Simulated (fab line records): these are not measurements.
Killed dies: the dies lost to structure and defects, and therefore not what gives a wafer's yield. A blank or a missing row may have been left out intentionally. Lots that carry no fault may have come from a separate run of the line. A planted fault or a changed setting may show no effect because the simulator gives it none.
Matching of chambers || flow n5Finfet || N5_PMOS_HMC_CHANNEL_EPI_ETCH_38 on rieSi-05: 4 sister chambers
The step etches SiO2 in CF4, target depth 1.5 nm. 8 wafers are shown with their chamber, then 9 later ones without.

== WAFERS PAIRED WITH THEIR CHAMBERS ==
{"wafer": "L081.2", "chamber": 2, "throttleValvePct (%)": 22.14, "oesProductAu (a.u.)": 0.979}
{"wafer": "L088.6", "chamber": 0, "throttleValvePct (%)": 21.52, "oesProductAu (a.u.)": 1.004}
{"wafer": "L091.1", "chamber": 1, "throttleValvePct (%)": 21.67, "oesProductAu (a.u.)": 0.967}
{"wafer": "L091.2", "chamber": 3, "throttleValvePct (%)": 21.79, "oesProductAu (a.u.)": 1.005}
{"wafer": "L091.6", "chamber": 2, "throttleValvePct (%)": 22.12, "oesProductAu (a.u.)": 0.964}
{"wafer": "L093.2", "chamber": 1, "throttleValvePct (%)": 21.69, "oesProductAu (a.u.)": 0.967}
{"wafer": "L093.4", "chamber": 3, "throttleValvePct (%)": 21.79, "oesProductAu (a.u.)": 1.000}
{"wafer": "L093.5", "chamber": 0, "throttleValvePct (%)": 21.54, "oesProductAu (a.u.)": 1.003}

== WAFERS WHOSE CHAMBER IS MISSING ==
{"wafer": "L094.1", "throttleValvePct (%)": 21.67, "oesProductAu (a.u.)": 0.964}
{"wafer": "L094.2", "throttleValvePct (%)": 21.51, "oesProductAu (a.u.)": 1.010}
{"wafer": "L094.4", "throttleValvePct (%)": 21.76, "oesProductAu (a.u.)": 0.989}
{"wafer": "L095.1", "throttleValvePct (%)": 21.68, "oesProductAu (a.u.)": 0.969}
{"wafer": "L095.4", "throttleValvePct (%)": 22.13, "oesProductAu (a.u.)": 0.981}
{"wafer": "L095.5", "throttleValvePct (%)": 21.78, "oesProductAu (a.u.)": 1.006}
{"wafer": "L097.1", "throttleValvePct (%)": 21.67, "oesProductAu (a.u.)": 0.958}
{"wafer": "L097.2", "throttleValvePct (%)": 21.79, "oesProductAu (a.u.)": 0.988}
{"wafer": "L097.6", "throttleValvePct (%)": 22.12, "oesProductAu (a.u.)": 0.979}

== THE CHAMBER EACH PASSED THROUGH ==
{"wafer": "L094.1", "from the rows above": 1, "in truth": 1}
{"wafer": "L094.2", "from the rows above": 0, "in truth": 0}
{"wafer": "L094.4", "from the rows above": 3, "in truth": 3}
{"wafer": "L095.1", "from the rows above": 1, "in truth": 1}
{"wafer": "L095.4", "from the rows above": 2, "in truth": 2}
{"wafer": "L095.5", "from the rows above": 3, "in truth": 3}
{"wafer": "L097.1", "from the rows above": 1, "in truth": 1}
{"wafer": "L097.2", "from the rows above": 3, "in truth": 3}
{"wafer": "L097.6", "from the rows above": 2, "in truth": 2}
Placed correctly: 9 of 9. Number that these rows cannot place: 0. Number placed wrongly: 0.
How it was worked out, from the rows above alone: a wafer's distance from a chamber is the root of the sum, over the readings, of the square of ((its reading less the chamber's mean) divided by the reading's scatter). If the next closest chamber is less than 2 further off than the closest, the wafer can't be placed; otherwise it belongs to the closest. For every chamber, the mean is computed from those of its wafers that are shown. The scatter: the root of (the sum of the squares of (reading less its chamber's mean) over the shown wafers, divided by (wafers less chambers)).
